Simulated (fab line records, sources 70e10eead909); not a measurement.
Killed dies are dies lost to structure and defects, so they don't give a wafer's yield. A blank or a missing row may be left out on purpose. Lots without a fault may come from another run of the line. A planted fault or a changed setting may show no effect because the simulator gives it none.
fab line records | flow nand_harc | part 2 of 2: steps 22 to 29 of 29
record lots=5 wafers=15 last_day=30
route steps=1302 shown A_STAIRCASE@808
lots that met no fault: from a run of the same line without faults
start_h: hours from the record's first day to the start of the lot's first wafer shown | wait_h: hours since the lot's step before | " the same as in the row above | L1.1+2: a row that stands for several wafers | - no value, or no start given | * or withheld: withheld | < > ~ a bound
route shown NAME@n: a module of which the file shows steps, and the number in the route of the first | usual: mean/standard deviation of fault-free wafers | same: alike in all rows | chamber/n: place in a boat | sites: the reading at each site | _std_site: their standard deviation | _edge_site: outer sites' mean less inner sites' | radius_mm: how far each site lies from the wafer's centre | mask NAME#n: copy n | behind: the tool/chamber that last shaped the wafer | hold: why the lot was held/for how many hours/how that ended | device: the transistor (n, p or np) that didn't switch | end of line: the same wafers' tests at the end of the route | a step without rows: its recipe alone | killed: dies lost to structure and defects at the first sort, not the wafer's yield | map: a wafer's dies, x killed, . not, _ none there
set.NAME: the setting as run; set.NAME@STEP: as run at that earlier step | model.NAME: the simulator's own value behind a step, which no gauge read
lots at some steps of the route; a table a step, a row a wafer
services: from which hour (start_h, from the record's first day; less than 0 if before it) a tool's chamber was out of use, for how many hours, and why
## steps
# step NHARC_A_STAIRCASE_ETCH_313
# recipe cf4_flow_sccm=100 chf3_flow_sccm=30 ar_flow_sccm=0 rf_w=500 bias_w=200 chemistry=CF4/CHF3
# usual drypump_motor_current_A=5.7/0.47 oes_product_au=0.929/0.013 rf_vpp_V=370.7/2.7 showerhead_plenum_p_Torr=1.58/0.084 throttle_valve_pct=16.803/0.0083
# columns lot.wafer tool chamber start_h wait_h drypump_motor_current_A oes_product_au rf_hours_counter_h rf_vpp_V showerhead_plenum_p_Torr throttle_valve_pct
L074.4 rie_diel-11 2 377.34 0.1 6.4 0.920 42 367.7 1.46 16.815
L074.1 " 0 " " 5.5 0.936 36 370.8 1.55 16.802
L074.5 " 2 " " 6.4 0.929 - 366.0 1.46 16.815
L083.2 rie_diel-08 1 484.01 0.1 5.7 0.923 34 367.0 1.46 16.800
L083.1 " 3 " " 5.9 0.930 32 367.2 1.48 16.806
L083.4 " 0 " " 4.8 0.929 34 372.8 1.68 16.804
L086.2 rie_diel-11 0 511.11 0.1 5.5 0.923 21 368.0 1.54 16.815
L086.4 " 2 " " 6.4 0.940 24 374.1 1.69 16.808
L086.1 " 3 " " 5.4 0.928 23 367.9 1.48 16.800
L088.1 rie_diel-08 2 535.92 0.2 6.3 0.934 55 370.9 1.56 16.807
L088.5 " 0 " " 4.8 0.936 - 373.5 1.67 16.810
L088.4 " 2 " " 6.3 0.935 - 370.6 1.56 16.803
L089.2 rie_diel-12 2 539.47 0.1 6.3 0.921 25 366.5 1.49 16.801
L089.4 " 3 " " 6.2 0.916 28 369.4 1.53 16.798
L089.3 " 0 " " 5.7 0.931 32 372.3 1.62 16.813
# step NHARC_A_STAIRCASE_HM_OPEN_463
# recipe o2_flow_sccm=400 cos_flow_sccm=20 ar_flow_sccm=0 rf_w=500 bias_w=300 chemistry=O2/COS
# usual drypump_motor_current_A=5.8/0.46 o2_flow_sccm=400.0/1.1 oes_product_au=0.999/0.0067 rf_vpp_V=467/3.6 showerhead_plenum_p_Torr=3.12/0.16 throttle_valve_pct=28.330/0.0097
# columns lot.wafer tool chamber start_h wait_h drypump_motor_current_A o2_flow_sccm oes_product_au rf_hours_counter_h rf_vpp_V showerhead_plenum_p_Torr throttle_valve_pct
L074.1 rie_diel-11 3 - - 5.4 401.8 1.001 44 464 2.95 28.330
L074.4 " 0 " " 5.5 399.2 0.997 36 467 3.08 28.332
L074.5 " 3 " " 5.4 400.8 0.996 - 463 2.96 28.327
L083.1 rie_diel-08 2 - - 6.3 399.0 1.001 34 467 3.11 28.335
L083.4 " 3 " " 5.9 400.2 1.001 33 464 2.94 28.348
L083.2 " 0 " " 4.9 401.3 0.994 35 471 3.33 28.323
L086.1 rie_diel-11 1 - - 5.5 401.5 1.002 24 470 3.19 28.336
L086.4 " 2 " " 6.4 399.1 1.014 24 473 3.36 28.324
L086.2 " 3 " " 5.4 400.0 1.004 24 464 2.94 28.334
L088.1 rie_diel-08 1 - - 5.7 397.7 1.006 41 461 2.90 28.335
L088.4 " 2 " " 6.3 400.8 1.001 - 467 3.10 28.342
L088.5 " 0 " " 4.9 400.3 1.007 - 472 3.32 28.326
L089.4 rie_diel-12 0 - - 5.7 399.5 1.009 32 468 3.21 28.329
L089.3 " 1 " " 5.4 399.6 0.995 24 471 3.33 28.323
L089.2 " 3 " " 6.3 400.1 0.998 28 465 3.04 28.343
# step NHARC_A_STAIRCASE_STRIP_464
# recipe o2_flow_sccm=400 cos_flow_sccm=20 ar_flow_sccm=0 bias_w=0 chemistry=O2/COS
# columns lot.wafer tool chamber start_h wait_h
L074.1+4+5 rie_diel-11 1,2,1 - -
L083.1+4+2 rie_diel-08 1,2,3 - -
L086.1+2+4 rie_diel-11 1,3,0 - -
L088.1+5+4 rie_diel-08 2,2,0 - -
L089.4+2+3 rie_diel-12 0,2,3 - -
# step NHARC_A_STAIRCASE_ETCH_453
# recipe target_depth_a=300 overetch_a=30 time_s=16.5 ion_energy_ev=100 cf4_flow_sccm=80 o2_flow_sccm=20 ar_flow_sccm=0 rf_w=300 bias_w=100 chemistry=CF4/O2
# usual drypump_motor_current_A=5.8/0.48 o2_flow_sccm=20.01/0.06 oes_product_au=0.998/0.0073 rf_vpp_V=197.7/1.6 showerhead_plenum_p_Torr=1.33/0.071 throttle_valve_pct=13.397/0.0076
# columns lot.wafer tool chamber start_h wait_h drypump_motor_current_A o2_flow_sccm oes_product_au rf_hours_counter_h rf_vpp_V showerhead_plenum_p_Torr throttle_valve_pct
L074.1 rie_diel-11 2 - - 6.4 20.00 0.993 42 195.5 1.24 13.391
L074.4 " 3 " " 5.4 20.04 0.990 44 195.4 1.26 13.397
L074.5 " 1 " " 5.4 20.05 0.996 - 198.0 1.38 13.413
L083.1 rie_diel-08 1 - - 5.7 19.99 0.995 36 194.2 1.24 13.400
L083.4 " 2 " " 6.3 20.01 1.002 34 196.5 1.33 13.407
L083.2 " 0 " " 4.8 19.95 1.000 35 200.2 1.43 13.398
L086.1 rie_diel-11 2 - - 6.4 20.03 1.005 24 200.6 1.44 13.410
L086.4 " 3 " " 5.4 20.00 1.004 24 194.3 1.25 13.388
L086.2 " 0 " " 5.5 20.08 0.990 21 196.3 1.31 13.392
L088.1 rie_diel-08 1 - - 5.7 20.03 1.005 41 196.7 1.24 13.391
L088.4 " 0 " " 4.8 20.06 0.995 - 199.7 1.42 13.395
L088.5 " 2 " " 6.3 19.97 1.016 - 197.0 1.32 13.397
L089.4 rie_diel-12 3 - - 6.3 20.00 0.992 28 197.2 1.30 13.398
L089.2 " 1 " " 5.4 19.99 1.002 24 199.9 1.43 13.395
L089.3 " 2 " " 6.3 20.04 1.001 25 194.5 1.26 13.397
# step NHARC_A_STAIRCASE_ETCH_315
# recipe target_depth_a=25000 time_s=607.1 ion_energy_ev=800 c4f8_flow_sccm=80 o2_flow_sccm=60 ar_flow_sccm=withheld rf_w=600 bias_w=3000 chemistry=C4F8/O2/Ar
# usual oes_product_au=0.931/0.009 rf_vpp_V=1826/13
# columns lot.wafer tool chamber start_h wait_h oes_product_au rf_hours_counter_h rf_vpp_V
L074.4 rie_diel-11 3 - - 0.928 45 1813
L074.1 " 0 " " 0.928 36 1825
L074.5 " 0 " " 0.933 - 1824
L083.4 rie_diel-08 0 - - 0.937 35 1845
L083.1 " 1 " " 0.938 36 1808
L083.2 " 2 " " 0.950 34 1825
L086.1 rie_diel-11 2 - - 0.921 24 1847
L086.4 " 3 " " 0.939 24 1813
L086.2 " 0 " " 0.928 21 1822
L089.4 rie_diel-12 3 - - 0.935 28 1820
L089.2 " 0 " " 0.920 32 1835
L089.3 " 2 " " 0.926 26 1812
L088.1 rie_diel-08 0 - - 0.934 60 1842
L088.4 " 0 " " 0.926 - 1843
L088.5 " 1 " " 0.926 - 1808
# step NHARC_A_STAIRCASE_STRIP_316
# recipe o2_flow_sccm=500 ar_flow_sccm=0 bias_w=0 chemistry=O2
# usual drypump_motor_current_A=5.8/0.47 o2_flow_sccm=499.8/1.5 oes_product_au=1.001/0.0066 rf_vpp_V=57.9/0.86 showerhead_plenum_p_Torr=3.54/0.18 throttle_valve_pct=17.036/0.0081
# columns lot.wafer tool chamber start_h wait_h drypump_motor_current_A o2_flow_sccm oes_product_au rf_hours_counter_h rf_vpp_V showerhead_plenum_p_Torr throttle_valve_pct
L074.4 rie_diel-11 1 - - 5.4 496.8 1.005 43 57.6 3.63 17.046
L074.1 " 0 " " 5.5 500.1 1.009 36 58.1 3.48 17.049
L074.5 " 2 " " 6.4 496.8 0.995 - 58.2 3.28 17.031
L083.2 rie_diel-08 2 - - 6.3 499.6 0.992 34 57.8 3.51 17.036
L083.4 " 3 " " 5.8 500.8 0.994 33 57.9 3.33 17.045
L083.1 " 0 " " 4.9 500.8 0.991 36 59.0 3.76 17.039
L086.2 rie_diel-11 0 - - 5.5 497.8 0.996 21 57.9 3.46 17.043
L086.4 " 1 " " 5.4 495.8 1.011 24 56.8 3.61 17.038
L086.1 " 2 " " 6.4 501.2 0.998 24 57.9 3.79 17.042
L089.3 rie_diel-12 2 - - 6.3 500.2 1.006 26 55.4 3.34 17.038
L089.2 " 3 " " 6.3 499.0 0.995 29 59.0 3.43 17.026
L089.4 " 1 " " 5.4 500.9 1.005 25 59.3 3.76 17.036
L088.1 rie_diel-08 0 - - 4.8 502.2 1.014 60 56.9 3.74 17.025
L088.5 " 2 " " 6.3 498.3 1.005 - 57.2 3.50 17.037
L088.4 " 0 " " 4.8 499.6 1.001 - 57.3 3.74 17.038
# step NHARC_A_STAIRCASE_STRIP_317
# recipe time_s=900 temp_c=130 chemistry=SPM
# columns lot.wafer tool chamber start_h wait_h
L074.5+4+1 wet_bench-02 0,2,5 378.60 -
L083.2+1+4 wet_bench-02 6,1,2 486.31 -
L086.1+4+2 wet_bench-02 2,3,7 512.46 -
L089.2+4+3 wet_bench-02 4,6,1 540.80 -
L088.5+4+1 wet_bench-02 0,1,5 541.37 -
# step NHARC_A_STAIRCASE_PRECLEAN_318
# recipe time_s=* temp_c=50 bath_age_min=0 chemistry=SC1
# columns lot.wafer tool chamber start_h wait_h
L074.5+4+1 wet_bench-02 0,2,5 - -
L083.2+1+4 wet_bench-02 6,1,2 - -
L086.1+4+2 wet_bench-02 2,3,7 - -
L089.2+4+3 wet_bench-02 4,6,1 - -
L088.5+4+1 wet_bench-02 0,1,5 - -
## services
# columns tool chamber start_h hours kind
wet_bench-06 - 369.60 8.0 pm
rie_diel-08 - 370.64 9.0 pm
pecvd-04 2 399.33 13.2 repair
litho_track-02 - 402.00 7.0 pm
rie_diel-08 1 406.95 5.1 repair
pecvd-02 - 408.18 13.0 pm
krf_scanner-01 - 410.79 2.8 repair
wet_bench-02 - 420.00 8.0 pm
acl_dep-02 - 425.90 13.0 pm
litho_track-07 - 426.00 7.0 pm
rie_diel-11 - 434.40 9.0 pm
krf_scanner-01 - 448.32 2.3 repair
rie_diel-12 - 449.15 9.0 pm
litho_track-03 - 450.00 7.0 pm
pecvd-04 - 450.17 13.0 pm
wet_bench-01 - 453.61 8.0 pm
rie_diel-11 - 463.21 0.6 repair
wet_bench-02 - 467.90 2.8 repair
rie_diel-12 - 471.86 0.6 repair
rie_diel-11 2 480.29 8.2 repair
krf_scanner-01 - 484.00 4.0 pm
rie_diel-12 1 495.04 11.0 repair
rie_diel-08 1 498.58 30.5 repair
pecvd-02 - 510.23 2.5 repair
